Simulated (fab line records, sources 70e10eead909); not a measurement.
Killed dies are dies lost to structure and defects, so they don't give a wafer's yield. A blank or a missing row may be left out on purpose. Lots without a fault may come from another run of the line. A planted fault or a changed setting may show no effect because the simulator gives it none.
A struck lot beside a sound one | flow nand_harc | 14 steps out of a route of 1159
Sound: wafers L730.1, L730.3, L730.5. Struck: wafer L719.4. (L719.2, L719.3 of the same lot were not struck and are left out.) The cause comes at the end.
At each step with rows: each side's tool, then ch and its chambers, then its first start. Under that, the readings that differ: sound wafers | struck wafers | difference of the means | sigmas: that difference in standard deviations of wafers without a fault.
alike: readings whose means differ by less than 2 such deviations, and words and numbers that are the same on both sides. not compared: withheld readings, readings that some wafer has no value for, bounds like >300 that may hide the same value, and numbers for which the record gives no deviation and whose values overlap.
The two part at a step that has a row with sigmas, a row that says differs or no value, or rows on one side only. Numbers that don't overlap but have no deviation are shown without sigmas and don't part them. A reading that every wafer of one side lacks parts them only if that side has two wafers or more.

first, 1 step without rows for these wafers: NHARC_A_ONON_D1_DEP_03 (target thk 1000 nm).
NHARC_A_ONON_D1_THK_MEAS_05: measures by ellipsometry.
  sound on film_metro-02, day 12 21:47; struck on film_metro-02, day 10 05:59
  alike: thk_nm
then, 1 step without rows for these wafers: NHARC_A_ONON_D1_DEP_06 (target thk 1000 nm).
NHARC_A_ONON_D1_THK_MEAS_08: measures by ellipsometry.
  sound on film_metro-02, day 12 22:22; struck on film_metro-02, day 10 06:33
  reading     | sound          | struck | difference | sigmas
  thk_nm (nm) | 1026 1024 1025 | 998    | -27        | -3
then, 1 step without rows for these wafers: NHARC_A_ONON_D1_DEP_09 (target thk 1000 nm).
NHARC_A_ONON_D1_THK_MEAS_11: measures by ellipsometry.
  sound on film_metro-01, day 12 22:57; struck on film_metro-01, day 10 07:07
  alike: thk_nm
then, 1 step without rows for these wafers: NHARC_A_ONON_D1_DEP_12 (target thk 1000 nm).
NHARC_A_ONON_D1_THK_MEAS_14: measures by ellipsometry.
  sound on film_metro-01, day 12 23:31; struck on film_metro-02, day 10 07:43
  alike: thk_nm
then, 2 steps without rows for these wafers: NHARC_A_ONON_D1_ANNEAL_15 (time 3600 s); NHARC_A_ONON_D1_DEP_16 (target thk 1000 nm).
NHARC_A_ONON_D1_THK_MEAS_18: measures by ellipsometry.
  sound on film_metro-02, day 13 06:37; struck on film_metro-02, day 10 15:48
  alike: thk_nm
NHARC_A_ONON_D1_DEP_19: target thk 1000 nm.
  sound on pecvd_onon-04 ch 0, day 13 06:40; struck on pecvd_onon-02 ch 0, day 10 15:55
  alike: sih4_flow_sccm
NHARC_A_ONON_D1_THK_MEAS_21: measures by ellipsometry.
  sound on film_metro-02, day 13 07:11; struck on film_metro-01, day 10 16:22
  reading     | sound        | struck | difference | sigmas
  thk_nm (nm) | 997 1000 998 | 1064   | +66        | +8
then, 1 step without rows for these wafers: NHARC_A_ONON_D1_DEP_22 (target thk 1000 nm).

WHERE THEY PART
First at NHARC_A_ONON_D1_THK_MEAS_08; last, within this record, at NHARC_A_ONON_D1_THK_MEAS_21.

WHY: what the simulator had put in
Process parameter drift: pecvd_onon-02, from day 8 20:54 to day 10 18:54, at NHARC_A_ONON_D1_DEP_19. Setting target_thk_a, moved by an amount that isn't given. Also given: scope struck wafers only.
